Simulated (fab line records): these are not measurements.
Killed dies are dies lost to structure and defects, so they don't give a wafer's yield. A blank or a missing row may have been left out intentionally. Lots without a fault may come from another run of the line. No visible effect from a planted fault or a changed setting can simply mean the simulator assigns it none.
Chamber matching || flow n5 finfet || N5_BEOL_M6_PECVD_70 on pecvd-02: 3 sister chambers
The step deposits SiO2 from TEOS/O2, target thk 20 nm, time 22.7 s. 6 wafers are shown with their chamber, then 9 later ones without.

WAFERS WITH THEIR CHAMBER
{"wafer": "L076.5", "chamber": 0, "throttle valve pct (%)": 21.0, "showerhead plenum p Torr (Torr)": 8.73}
{"wafer": "L081.5", "chamber": 1, "throttle valve pct (%)": 22.7, "showerhead plenum p Torr (Torr)": 8.76}
{"wafer": "L081.6", "chamber": 2, "throttle valve pct (%)": 22.5, "showerhead plenum p Torr (Torr)": 8.70}
{"wafer": "L085.4", "chamber": 0, "throttle valve pct (%)": 20.5, "showerhead plenum p Torr (Torr)": 8.73}
{"wafer": "L085.5", "chamber": 2, "throttle valve pct (%)": 22.4, "showerhead plenum p Torr (Torr)": 8.75}
{"wafer": "L085.6", "chamber": 1, "throttle valve pct (%)": 22.4, "showerhead plenum p Torr (Torr)": 8.77}

WAFERS WITHOUT THEIR CHAMBER
{"wafer": "L086.2", "throttle valve pct (%)": 22.3, "showerhead plenum p Torr (Torr)": 8.69}
{"wafer": "L086.4", "throttle valve pct (%)": 20.7, "showerhead plenum p Torr (Torr)": 8.73}
{"wafer": "L086.5", "throttle valve pct (%)": 22.6, "showerhead plenum p Torr (Torr)": 8.71}
{"wafer": "L089.3", "throttle valve pct (%)": 20.8, "showerhead plenum p Torr (Torr)": 8.75}
{"wafer": "L089.4", "throttle valve pct (%)": 22.5, "showerhead plenum p Torr (Torr)": 8.69}
{"wafer": "L089.5", "throttle valve pct (%)": 20.8, "showerhead plenum p Torr (Torr)": 8.74}
{"wafer": "L096.1", "throttle valve pct (%)": 22.8, "showerhead plenum p Torr (Torr)": 8.72}
{"wafer": "L096.2", "throttle valve pct (%)": 20.8, "showerhead plenum p Torr (Torr)": 8.75}
{"wafer": "L096.5", "throttle valve pct (%)": 20.7, "showerhead plenum p Torr (Torr)": 8.75}

WHICH CHAMBER EACH WENT THROUGH
{"wafer": "L086.2", "from the rows above": "can't be placed: 2 or 1", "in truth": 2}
{"wafer": "L086.4", "from the rows above": 0, "in truth": 0}
{"wafer": "L086.5", "from the rows above": "can't be placed: 2 or 1", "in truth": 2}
{"wafer": "L089.3", "from the rows above": 0, "in truth": 0}
{"wafer": "L089.4", "from the rows above": "can't be placed: 2 or 1", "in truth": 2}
{"wafer": "L089.5", "from the rows above": 0, "in truth": 0}
{"wafer": "L096.1", "from the rows above": "can't be placed: 2 or 1", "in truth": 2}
{"wafer": "L096.2", "from the rows above": 0, "in truth": 0}
{"wafer": "L096.5", "from the rows above": 0, "in truth": 0}
Correct placement for 5 of the 9. Unplaceable from these rows: 4, with the true chamber sitting among the candidates in 4. 0 placed wrongly.
How it was worked out, from the rows above alone: a wafer's distance from a chamber is the root of the sum, over the readings, of the square of ((its reading less the chamber's mean) divided by the reading's scatter). If the next closest chamber is less than 2 further off than the closest, the wafer can't be placed; otherwise it belongs to the closest. The mean given for a chamber averages the wafers shown for that chamber. How the scatter is found: for the shown wafers, subtract from each reading the mean of its chamber, square and add these, divide the total by (wafers less chambers), then take the root.
